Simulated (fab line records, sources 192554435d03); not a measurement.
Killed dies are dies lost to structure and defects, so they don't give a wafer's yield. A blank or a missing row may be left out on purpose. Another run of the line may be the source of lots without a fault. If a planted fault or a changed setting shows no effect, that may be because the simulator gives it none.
fab line records + flow n5_finfet
[record]
- lots = 4
- wafers = 12
- last_day = 16
route steps=1938 shown MOL_CONTACT_COAG@624 BEOL_M0_SAQP@632 BEOL_M4@1111 PASSIVATION@1936
lots that met no fault: from a run of the same line without faults
start_h: start of the lot's first displayed wafer, in hours after the record's first day + wait_h: hours since the lot's step before + " identical to the entry in the row above + L1.1+2: one row covering several wafers at once + - no value present, or no start provided + * or withheld: withheld + < > ~ a bound
route shown NAME@n: NAME is a module with steps in the file, n the number in the route of the first one + usual: mean/standard deviation taken from wafers without a fault + same: alike in all rows + chamber/n: place in a boat + sites: each site's reading + _std_site: the values' standard deviation + _edge_site: mean of outer sites minus mean of inner sites + radius_mm: for every site, how far away it sits from the centre of the wafer + mask NAME#n: copy n + behind: tool/chamber where the wafer was last shaped + hold: the reason the lot was held/the length of the hold in hours/how it ended + device: transistor that didn't switch, given as n, p or np + end of line: tests of these same wafers at the route's end + a step with no rows: only its recipe + killed: not the wafer's yield, but the dies lost to structure and defects at the first sort + map: shows each die of a wafer: x if killed, . if not, _ if none is there
set.NAME: the setting as run; set.NAME@STEP: as run at that earlier step + model.NAME: the simulator's own value behind a step, which no gauge read
lots at selected steps of the route; one table per step, one row per wafer
services: when a tool's chamber went out of use (start_h, in hours from the record's first day, below 0 if earlier), for how many hours, and the reason
[[steps]]
[step N5_MOL_CONTACT_COAG_CVD_140]
[recipe]
- material = W
- target_thk_a = 665
- mode = selective_fill
- temp_c = 300
- time_s = 215
[step N5_MOL_CONTACT_COAG_PRECLEAN_127]
[recipe]
- chemistry = DIW
- time_s = 57.5
- temp_c = 23
[step N5_MOL_CONTACT_COAG_SRD_128]
[recipe]
- dry_time_s = 32
- dry = n2_spin
- spin_rpm = 1500
[step N5_MOL_CONTACT_COAG_CMP_52]
[recipe]
- stop_on = SiO2
- t_overpolish_s = 1.5
- post_cmp_clean = w_dilute_nh4oh
- down_force_psi = 4
- platen_rpm = 50.289
- pad_velocity_m_s = 1.0006
- target_thk_nm = 66.5
[step N5_MOL_CONTACT_COAG_ANNEAL_112]
[recipe]
- temp_c = 400
- time_s = 1800
- ambient = HPD2
- pressure_atm = 10
[step N5_BEOL_M0_SAQP_PECVD_00]
[recipe]
- material = SiCN
- target_thk_a = 80
- temp_c = withheld
- precursor = 3MS/NH3
- pressure_torr = 3
- rf_w = 202
- time_s = 14
[step N5_BEOL_M0_SAQP_ILD_DEP_01]
[recipe]
- material = SiOC
- target_thk_a = 454.19
- temp_c = 350
- precursor = DEMS/O2
- pressure_torr = 5
- rf_w = 500
- time_s = 8.7
[step N5_BEOL_M0_SAQP_HM_DEP_02]
[recipe]
- material = TiN
- target_thk_a = 120
- temp_c = 25
- chamber_pressure_pa = 0.49996
[step N5_BEOL_M0_SAQP_PECVD_03]
[recipe]
- material = SiCN
- target_thk_a = 120
- temp_c = withheld
- precursor = 3MS/NH3
- pressure_torr = 3
- rf_w = 202
- time_s = 21.1
[step N5_BEOL_M0_SAQP_PECVD_96]
[recipe]
- material = a-Si
- target_thk_a = 450
- temp_c = 350
- precursor = SiH4/He
- pressure_torr = 3
- rf_w = 100
- time_s = 45.2
[usual]
- chamber_pressure_Torr = 3.001/0.0066
- heater_power_w = 636/76
- run_length_s = 81.3/0.57
- showerhead_plenum_p_Torr = 5.67/0.044
- throttle_valve_pct = 17.9/0.65
| lot.wafer | tool     | chamber | start_h | wait_h | chamber_pressure_Torr | heater_power_w | run_length_s | showerhead_plenum_p_Torr | throttle_valve_pct | model.a-Si_of_BEOL_M0_SAQP_PECVD_96.thk_nm |
|-----------|----------|---------|---------|--------|-----------------------|----------------|--------------|--------------------------|--------------------|--------------------------------------------|
| L525.3    | pecvd-04 | 2       | 141.06  | 0.0    | 3.000                 | 742            | 81.1         | 5.63                     | 16.2               | 44.8                                       |
| L525.5    | "        | 2       | "       | "      | 3.009                 | 719            | 80.4         | 5.67                     | 16.7               | 45.6                                       |
| L525.6    | "        | 0       | "       | "      | 2.993                 | 526            | 81.0         | 5.70                     | 18.7               | 45.4                                       |
| L535.3    | pecvd-04 | 2       | 201.85  | 0.0    | 2.993                 | 628            | 74.4         | 5.65                     | 16.7               | 38.8                                       |
| L535.5    | "        | 0       | "       | "      | 2.996                 | 534            | 81.1         | 5.71                     | 18.4               | 45.6                                       |
| L535.6    | "        | 2       | "       | "      | 3.008                 | 627            | 74.5         | 5.65                     | 16.5               | 39.6                                       |
| L536.1    | pecvd-04 | 0       | 205.05  | 0.0    | 2.997                 | 536            | 75.3         | 5.70                     | 18.2               | 37.6                                       |
| L536.2    | "        | 1       | "       | "      | 2.999                 | 521            | 80.7         | 5.66                     | 18.0               | 44.4                                       |
| L536.5    | "        | 1       | "       | "      | 3.002                 | 534            | 81.0         | 5.67                     | 17.8               | 45.2                                       |
| L539.1    | pecvd-03 | 1       | 219.71  | 0.0    | 2.999                 | 646            | 81.4         | 5.65                     | 18.0               | 43.6                                       |
| L539.3    | "        | 2       | "       | "      | 3.004                 | 782            | 82.1         | 5.67                     | 18.0               | 44.8                                       |
| L539.4    | "        | 1       | "       | "      | 3.008                 | 649            | 81.4         | 5.64                     | 17.8               | 45                                         |
[step N5_BEOL_M0_SAQP_PECVD_97]
[recipe]
- material = SiNx
- target_thk_a = 230
- temp_c = 350
- precursor = SiH4/NH3/N2
- pressure_torr = 1.5
- rf_w = 300
- time_s = 19.9
[step N5_BEOL_M0_SAQP_PECVD_04]
[recipe]
- material = a-Si
- target_thk_a = 600
- temp_c = 350
- precursor = SiH4/He
- pressure_torr = 3
- rf_w = 100
- time_s = 60.2
[step N5_BEOL_M0_SAQP_HM_DEP_111]
[recipe]
- material = SiO2
- target_thk_a = 120
- temp_c = 400
- precursor = SiH4/N2O
- pressure_torr = 0.75
- rf_w = 275
- time_s = 7.2
[step N5_BEOL_M0_SAQP_COAT_81]
[recipe]
- resist = SOC
- temp_c = 250
- time_s = 60
- spin_rpm = 1500
- resist_thk_nm = 100
[step N5_BEOL_M0_SAQP_COAT_82]
[recipe]
- resist = SiARC
- temp_c = 220
- time_s = 60
- spin_rpm = 1500
- resist_thk_nm = 30
[step N5_BEOL_M0_SAQP_COAT_08]
[recipe]
- resist = CAR-ArF
- spin_rpm = 1500
- resist_thk_nm = 90
[step N5_BEOL_M0_SAQP_EBR_10]
[recipe]
- solvent = PGMEA
- ebr_width_mm = 1.5
[step N5_BEOL_M0_SAQP_SOFTBAKE_09]
[recipe]
- temp_c = 110
- time_s = 60
- resist = CAR-ArF
[step N5_BEOL_M0_SAQP_EXPOSE_11]
[recipe]
- mask_id = M0_CORE
- na = 1.35
- source_shape = dipole
- sigma_inner = 0.538
- sigma_outer = 0.738
- polarization = te
- target_cd_nm = 42
- dose_mj = 55
[step N5_BEOL_M0_SAQP_PEB_12]
[recipe]
- peb_temp_c = withheld
- peb_time_s = 60
- resist = CAR-ArF
[step N5_BEOL_M0_SAQP_DEVELOP_13]
[recipe]
- develop_time_s = 30
- developer = TMAH
- resist = CAR-ArF
- dev_temp_c = 23
- rinse_liquid = diw
- dry = air_spin
[step N5_BEOL_M0_SAQP_DESCUM_19]
[recipe]
- chemistry = O2
- time_s = 7.9
- source_power_w = 50
- bias_power_w = 20
- pressure_mtorr = 20
- rf_frequency_hz = 2.712e+07
- temp_c = 40
- resist = CAR-ArF
- o2_flow_sccm = 225
[step N5_BEOL_M0_SAQP_ETCH_83]
[recipe]
- chemistry = CF4
- target = SiARC
- target_depth_a = 390
- mask_material = CAR-ArF
- time_s = 65
- ion_energy_ev = 80
- pressure_mtorr = 40
- source_w = 545
- bias_w = 36
- Ar_flow_sccm = 100
- cf4_flow_sccm = 100
- ends = cleared
[step N5_BEOL_M0_SAQP_ETCH_84]
[recipe]
- chemistry = N2/H2
- target = SOC
- target_depth_a = 1000
- overetch_a = 200
- mask_material = SiARC
- temp_c = 40
- time_s = 150
- ion_energy_ev = 200
- pressure_mtorr = 30
- source_w = 840
- bias_w = 150
- n2_flow_sccm = 200
- h2_flow_sccm = 200
[step N5_BEOL_M0_SAQP_STRIP_80]
[recipe]
- chemistry = N2/H2
- temp_c = 40
- n2_flow_sccm = 200
- h2_flow_sccm = 200
- rf_frequency_hz = 6e+07
[step N5_BEOL_M0_SAQP_HM_OPEN_112]
[recipe]
- chemistry = CHF3/O2
- target = SiO2
- stop_on = a-Si
- target_depth_a = 120
- over_etch_frac = 1.25
- mask_material = SOC
- time_s = 13.5
- pressure_mtorr = 30
- source_w = 650
- bias_w = 170
- Ar_flow_sccm = 200
- CHF3_flow_sccm = 50
- O2_flow_sccm = 5
- ion_energy_ev = 200
- ends = end_point
[step N5_BEOL_M0_SAQP_STRIP_113]
[recipe]
- chemistry = CHF3/O2
- resist = SiARC
- rf_frequency_hz = 6e+07
[step N5_BEOL_M0_SAQP_MANDREL_ETCH_20]
[recipe]
- target_depth_a = 600
- chemistry = HBr/Cl2
- target = a-Si
- stop_on = SiNx
- bt_time_s = 10
- mask_material = SOC
- over_etch_frac = 0.5
- time_s = 30
- pressure_mtorr = 10
- icp_w = 800
- bias_w = 75
- HBr_flow_sccm = 150
- Cl2_flow_sccm = 80
- ends = end_point
[step N5_BEOL_M0_SAQP_STRIP_86]
[recipe]
- chemistry = N2/H2
- power_w = 500
- temp_c = 40
- pressure_mtorr = 50
- rf_frequency_hz = 6e+07
- overash_fraction = 0.3
- bias_power_w = 28
- h2_frac = 0.5
- n2_flow_sccm = 300
- h2_flow_sccm = 300
[step N5_BEOL_M0_SAQP_STRIP_115]
[recipe]
- chemistry = post_etch_residue_remover
- time_s = 60
- temp_c = 25
- remover_ph = withheld
- remover_water_wt_pct = withheld
- remover_fluoride_wt_pct = withheld
[step N5_BEOL_M0_SAQP_SRD_93]
[recipe]
- dry = ipa_marangoni
- time_s = 30
- temp_c = 23
- rinse_liquid = diw
[step N5_BEOL_M0_SAQP_RECESS_114]
[recipe]
- chemistry = HF/NH3
- target = SiO2
- target_depth_a = 144
- afs_cycles = 3
- temp_c = 30
- sublimation_temp_c = 180
- sublimation_time_s = 60
[step N5_BEOL_M0_SAQP_SPACER1_ALD_98]
[recipe]
- material = SiO2
- target_thk_a = 128
- temp_c = 300
- ald_precursor_family = BDEAS
- ald_co_reactant = O2-plasma
- pulse_time_s = 1
- purge_time_s = 2
- co_reactant_purge_time_s = 2
- ald_cycles = 138
- pressure_torr = 2
[step N5_BEOL_M0_SAQP_SPACER1_ETCHBACK_99]
[recipe]
- chemistry = CHF3/O2
- mode = anisotropic_etchback
- target = SiO2
- target_depth_a = 154
- time_s = 7.7
- pressure_mtorr = 30
- source_w = 650
- bias_w = 170
- Ar_flow_sccm = 200
- CHF3_flow_sccm = 50
- O2_flow_sccm = 5
- ion_energy_ev = 200
[step N5_BEOL_M0_SAQP_MANDREL1_REMOVE_100]
[recipe]
- chemistry = HBr/Cl2/O2
- bt_time_s = 10
- target = a-Si
- stop_on = SiNx
- endpoint = OES-SiCl
- over_etch_frac = 0.85
- icp_w = 600
- bias_w = 30
- HBr_flow_sccm = 150
- Cl2_flow_sccm = 80
- O2_flow_sccm = 5
- pressure_mtorr = 10
[step N5_BEOL_M0_SAQP_MANDREL_ETCH_103]
[recipe]
- chemistry = HBr/Cl2
- target = a-Si
- target_depth_a = 450
- bt_time_s = 10
- stop_on = SiCN
- mask_material = SiO2
- over_etch_frac = 0.8
- time_s = 27
- pressure_mtorr = 10
- icp_w = 800
- bias_w = 75
- HBr_flow_sccm = 150
- Cl2_flow_sccm = 80
- ends = end_point
[usual]
- drypump_motor_current_A = 5.6/0.47
- oes_product_au = 0.677/0.013
- throttle_valve_pct = 35.6/0.32
| lot.wafer | tool      | chamber | start_h | wait_h | drypump_motor_current_A | oes_product_au | rf_hours_counter_h | throttle_valve_pct | model.etch.depth_nm |
|-----------|-----------|---------|---------|--------|-------------------------|----------------|--------------------|--------------------|---------------------|
| L525.3    | rie_si-06 | 3       | 144.31  | 0.0    | 5.5                     | 0.664          | 123                | 36.0               | 44.85               |
| L525.5    | "         | 3       | "       | "      | 5.5                     | 0.666          | -                  | 36.0               | 45.56               |
| L525.6    | "         | 2       | "       | "      | 6.5                     | 0.685          | -                  | 35.1               | 45.35               |
| L535.3    | rie_si-06 | 3       | 205.06  | 0.0    | 5.5                     | 0.608          | 125                | 36.1               | 38.8                |
| L535.5    | "         | 3       | "       | "      | 5.6                     | 0.671          | -                  | 36.0               | 45.56               |
| L535.6    | "         | 0       | "       | "      | 5.4                     | 0.635          | -                  | 35.7               | 39.64               |
| L536.1    | rie_si-03 | 1       | 207.78  | 0.0    | 5.8                     | 0.600          | 168                | 36.1               | 37.66               |
| L536.2    | "         | 0       | "       | "      | 5.1                     | 0.664          | 28                 | 35.6               | 44.31               |
| L536.5    | "         | 2       | "       | "      | 5.4                     | 0.703          | -                  | 35.2               | 45.14               |
| L539.1    | rie_si-01 | 1       | 223.49  | 0.0    | 5.7                     | 0.655          | 99                 | 35.7               | 43.66               |
| L539.3    | "         | 3       | "       | "      | 5.9                     | 0.683          | 88                 | 35.6               | 44.81               |
| L539.4    | "         | 0       | "       | "      | 5.0                     | 0.680          | 7                  | 35.7               | 44.96               |
[step N5_BEOL_M0_SAQP_SPACER2_ETCHBACK_27]
[recipe]
- chemistry = CHF3/O2
- mode = anisotropic_etchback
- target = SiO2
- target_depth_a = 225
- time_s = 11.25
- pressure_mtorr = 30
- source_w = 650
- bias_w = 170
- Ar_flow_sccm = 200
- CHF3_flow_sccm = 50
- O2_flow_sccm = 5
- ion_energy_ev = 200
[usual]
- drypump_motor_current_A = 5.9/0.55
- oes_ar_750_au = 0.78/0.095
- oes_product_au = 0.78/0.099
- rf_vpp_V = 521/10
- showerhead_plenum_p_Torr = 2.43/0.08
- throttle_valve_pct = 18.91/0.22
| lot.wafer | tool        | chamber | start_h | wait_h | drypump_motor_current_A | oes_ar_750_au | oes_product_au | rf_hours_counter_h | rf_vpp_V | showerhead_plenum_p_Torr | throttle_valve_pct | model.a-Si_of_BEOL_M0_SAQP_PECVD_96.thk_nm |
|-----------|-------------|---------|---------|--------|-------------------------|---------------|----------------|--------------------|----------|--------------------------|--------------------|--------------------------------------------|
| L525.3    | rie_diel-02 | 1       | 145.88  | 0.3    | 6.2                     | 0.68          | 0.68           | 246                | 526      | 2.39                     | 19.25              | 42.8                                       |
| L525.5    | "           | 2       | "       | "      | 6.7                     | 0.85          | 0.83           | -                  | 514      | 2.44                     | 19.14              | 43.4                                       |
| L525.6    | "           | 3       | "       | "      | 6.5                     | 0.78          | 0.76           | -                  | 521      | 2.41                     | 18.96              | 43.2                                       |
| L535.3    | rie_diel-02 | 2       | 206.57  | 0.3    | 6.8                     | 0.80          | 0.81           | 81                 | 515      | 2.43                     | 19.19              | 36.6                                       |
| L535.5    | "           | 3       | "       | "      | 6.5                     | 0.75          | 0.76           | -                  | 519      | 2.40                     | 19.02              | 43.4                                       |
| L535.6    | "           | 2       | "       | "      | 6.7                     | 0.81          | 0.81           | -                  | 515      | 2.43                     | 19.17              | 37.6                                       |
| L536.1    | rie_diel-02 | 0       | 209.67  | 0.3    | 5.0                     | 1.02          | 1.03           | 1                  | 525      | 2.55                     | 18.52              | 35.4                                       |
| L536.2    | "           | 1       | "       | "      | 6.2                     | 0.90          | 0.93           | 7                  | 527      | 2.38                     | 18.86              | 42.2                                       |
| L536.5    | "           | 2       | "       | "      | 6.8                     | 0.81          | 0.81           | -                  | 517      | 2.43                     | 19.19              | 43                                         |
| L539.1    | rie_diel-05 | 3       | 224.88  | 0.3    | 6.3                     | 0.79          | 0.78           | 112                | 525      | 2.31                     | 18.74              | 41.6                                       |
| L539.3    | "           | 0       | "       | "      | 5.5                     | 0.70          | 0.69           | 222                | 521      | 2.47                     | 18.83              | 42.6                                       |
| L539.4    | "           | 1       | "       | "      | 5.6                     | 0.77          | 0.76           | 151                | 508      | 2.32                     | 18.77              | 42.8                                       |
[step N5_BEOL_M4_RC_MEAS_101]
[usual]
- DIBL_N = 36.0/1.7
- DIBL_P = 36.0/2
- IOFF_N = 0.156/0.028
- IOFF_P = 0.21/0.04
- ION_N = 673/12
- ION_P = 463/8.3
- SS_N = 71.4/0.6
- SS_P = 73.3/0.66
- VT_N = 250/3
- VT_P = -250/3.8
| lot.wafer | tool      | chamber | start_h | wait_h | DIBL_N[mV/V] | DIBL_P[mV/V] | IOFF_N[nA/um] | IOFF_P[nA/um] | ION_N[uA/um] | ION_P[uA/um] | SS_N[mV/dec] | SS_P[mV/dec] | VT_N[mV] | VT_P[mV] |
|-----------|-----------|---------|---------|--------|--------------|--------------|---------------|---------------|--------------|--------------|--------------|--------------|----------|----------|
| L525.3    | prober-01 | 0       | 190.76  | 0.3    | 37.4         | 38.2         | 0.173         | 0.26          | 684          | 472          | 71.7         | 74.2         | 247      | -245     |
| L525.5    | "         | 0       | "       | "      | 35.7         | 35.0         | 0.137         | 0.20          | 668          | 456          | 70.9         | 72.8         | 252      | -251     |
| L525.6    | "         | 0       | "       | "      | 35.6         | 34.9         | 0.127         | 0.19          | 654          | 456          | 72.3         | 72.7         | 252      | -251     |
| L535.3    | prober-02 | 0       | 254.33  | 0.3    | 33.7         | 33.7         | 0.131         | 0.16          | 664          | 451          | 70.9         | 73.4         | 251      | -256     |
| L535.5    | "         | 0       | "       | "      | 34.3         | 34.9         | 0.139         | 0.17          | 663          | 460          | 71.5         | 73.0         | 253      | -254     |
| L535.6    | "         | 0       | "       | "      | 35.4         | 35.7         | 0.154         | 0.18          | 677          | 458          | 72.2         | 73.6         | 248      | -253     |
| L536.1    | prober-02 | 0       | 262.81  | 0.0    | 39.2         | 41.1         | 0.209         | 0.28          | 674          | 460          | 71.7         | 74.3         | 248      | -247     |
| L536.2    | "         | 0       | "       | "      | 35.4         | 36.7         | 0.132         | 0.20          | 661          | 461          | 70.5         | 73.8         | 255      | -251     |
| L536.5    | "         | 0       | "       | "      | 41.7         | 44.8         | 0.276         | 0.36          | 692          | 469          | 72.7         | 75.1         | 244      | -243     |
| L539.1    | prober-02 | 0       | 289.46  | 0.0    | 36.7         | 36.6         | 0.148         | 0.21          | 660          | 449          | 70.5         | 74.0         | 249      | -251     |
| L539.3    | "         | 0       | "       | "      | 35.5         | 36.0         | 0.147         | 0.20          | 680          | 464          | 70.5         | 73.3         | 249      | -251     |
| L539.4    | "         | 0       | "       | "      | 34.5         | 33.5         | 0.130         | 0.17          | 662          | 452          | 70.3         | 72.1         | 253      | -253     |
[step N5_PASSIVATION_PROBE_49]
[usual]
- defect_limited_yield = 91.6/1.6
- killed_at_M0_to_M3 = 31/10
- killed_at_M4_up = 14/6.3
- killed_at_contacts = 12/6.1
- killed_at_front_end = 39/12
- killed_at_other = 3.7/2.8
- killed_dies = 100/19
- killed_open = 66/14
- killed_short = 33/8.1
- sort_bin_4_leakage = 0.00/0.014
- sort_bin_5_function = 5.0/1.1
- sort_bin_6_memory = 3.2/0.66
- sort_n_pass = 1080/18
- sort_yield_pct = 91.6/1.6
[same]
- gross_dies = 1180
- killed_at_back_side = 0
- sort_bin_8_speed[%] = 0
| lot.wafer | tool      | chamber | start_h | wait_h | defect_limited_yield[%] | killed_at_M0_to_M3 | killed_at_M4_up | killed_at_contacts | killed_at_front_end | killed_at_other | killed_dies | killed_open | killed_short | sort_bin_4_leakage[%] | sort_bin_5_function[%] | sort_bin_6_memory[%] | sort_n_pass | sort_yield_pct[%] |
|-----------|-----------|---------|---------|--------|-------------------------|--------------------|-----------------|--------------------|---------------------|-----------------|-------------|-------------|--------------|-----------------------|------------------------|----------------------|-------------|-------------------|
| L535.3    | prober-02 | -       | 366.54  | 0.1    | 93.2                    | 23                 | 10              | 2                  | 40                  | 5               | 80          | 50          | 28           | 0                     | 4.2                    | 2.4                  | 1100        | 93.2              |
| L535.5    | prober-02 | -       | 366.64  | 0.2    | 90.4                    | 40                 | 15              | 6                  | 49                  | 3               | 113         | 69          | 44           | 0                     | 5.2                    | 3.8                  | 1067        | 90.4              |
| L535.6    | prober-02 | -       | 366.69  | 0.3    | 91.5                    | 16                 | 13              | 6                  | 64                  | 1               | 100         | 75          | 23           | 0                     | 5.3                    | 3.1                  | 1080        | 91.5              |
// killed by level:class
L535.3 FIN_SAQP:geometric_particle:open=12 SPACER0:geometric_particle:short=8 SPACER0:geometric_particle:open=5 BEOL_M2:geometric_particle:open=5 BEOL_M0:geometric_particle:open=4 FIN_SAQP:geometric_particle:short=3 GATE_CUT:geometric_particle:short=3 BEOL_M1:geometric_particle:open=3
L535.5 FIN_SAQP:geometric_particle:open=12 STI_FIN_REVEAL:geometric_particle:open=10 BEOL_M0_SAQP:geometric_particle:short=9 BEOL_M3:geometric_particle:open=8 GATE_CUT:geometric_particle:short=6 BEOL_M1:geometric_particle:open=6 FIN_SAQP:geometric_particle:short=5 BEOL_M0:geometric_particle:open=5
L535.6 FIN_SAQP:geometric_particle:open=14 STI_FIN_REVEAL:geometric_particle:open=9 DUMMY_GATE:geometric_particle:open=8 GATE_CUT:geometric_particle:open=7 MOL_CONTACT_COAG:geometric_particle:open=6 GATE_CUT:geometric_particle:short=5 BEOL_M1:geometric_particle:open=5 FIN_SAQP:geometric_particle:short=4
[[services]]
| tool        | chamber | start_h | hours | kind                          |
|-------------|---------|---------|-------|-------------------------------|
| pecvd-03    | 1       | 123.29  | 2.1   | scheduled_down                |
| pecvd-04    | 0       | 128.27  | 5.5   | scheduled_down                |
| rie_si-03   | 3       | 138.95  | 7.1   | repair                        |
| rie_diel-05 | 0       | 149.93  | 9.9   | repair                        |
| rie_diel-02 | 1       | 158.69  | -     | clean                         |
| rie_diel-02 | 1       | 158.69  | -     | consumable_replace:focus_ring |
| rie_diel-02 | 1       | 158.69  | 32.3  | scheduled_down                |
| rie_diel-02 | 1       | 158.69  | 32.3  | vent_cycle                    |
| rie_si-03   | 1       | 165.83  | 4.1   | repair                        |
| pecvd-03    | 0       | 188.27  | 5.0   | repair                        |
| rie_diel-02 | 0       | 191.04  | -     | clean                         |
| rie_diel-02 | 0       | 191.04  | -     | consumable_replace:focus_ring |
| rie_diel-02 | 0       | 191.04  | -     | consumable_replace:showerhead |
| rie_diel-02 | 0       | 191.04  | 13.5  | scheduled_down                |
| rie_diel-02 | 0       | 191.04  | 13.5  | vent_cycle                    |
| rie_si-01   | -       | 200.69  | 0.3   | repair                        |
| pecvd-03    | 0       | 202.08  | 2.1   | scheduled_down                |
| rie_si-03   | 3       | 206.51  | 30.3  | repair                        |
| rie_si-03   | 1       | 209.33  | 14.4  | repair                        |
[[key]]
[first_sign]
- step = N5_BEOL_M0_SAQP_PECVD_96
- reading = run_length_s
- direction = down
- sigmas = 12
- usual = *
- struck = *
[effect]
- step = N5_BEOL_M0_SAQP_MANDREL_ETCH_103
- reading = oes_product_au
- direction = down
- sigmas = 5
- usual = 0.677
- struck = 0.614
[model_effect]
- step = N5_BEOL_M0_SAQP_PECVD_96
- value = a-Si_of_BEOL_M0_SAQP_PECVD_96.thk_nm
- without = 44.8
- struck = 38.67
[model_effect]
- step = N5_BEOL_M0_SAQP_MANDREL_ETCH_103
- value = etch.depth_nm
- without = 44.79
- struck = 38.7
[model_effect]
- step = N5_BEOL_M0_SAQP_SPACER2_ETCHBACK_27
- value = a-Si_of_BEOL_M0_SAQP_PECVD_96.thk_nm
- without = 42.6
- struck = 36.53
met_at N5_BEOL_M0_SAQP_PECVD_96
struck_wafers L535.3,L535.6,L536.1
onset_between 141.06 201.85
[fault]
- kind = process_parameter_drift
- tool = pecvd-04
- chamber = -
- onset_h = 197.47
- steps = N5_BEOL_M0_SAQP_PECVD_96
- channel = time_s
- offset = *
- shape = step
- end_h = 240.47
- scope = struck_wafers_only
- acts_in = *
- stated = *
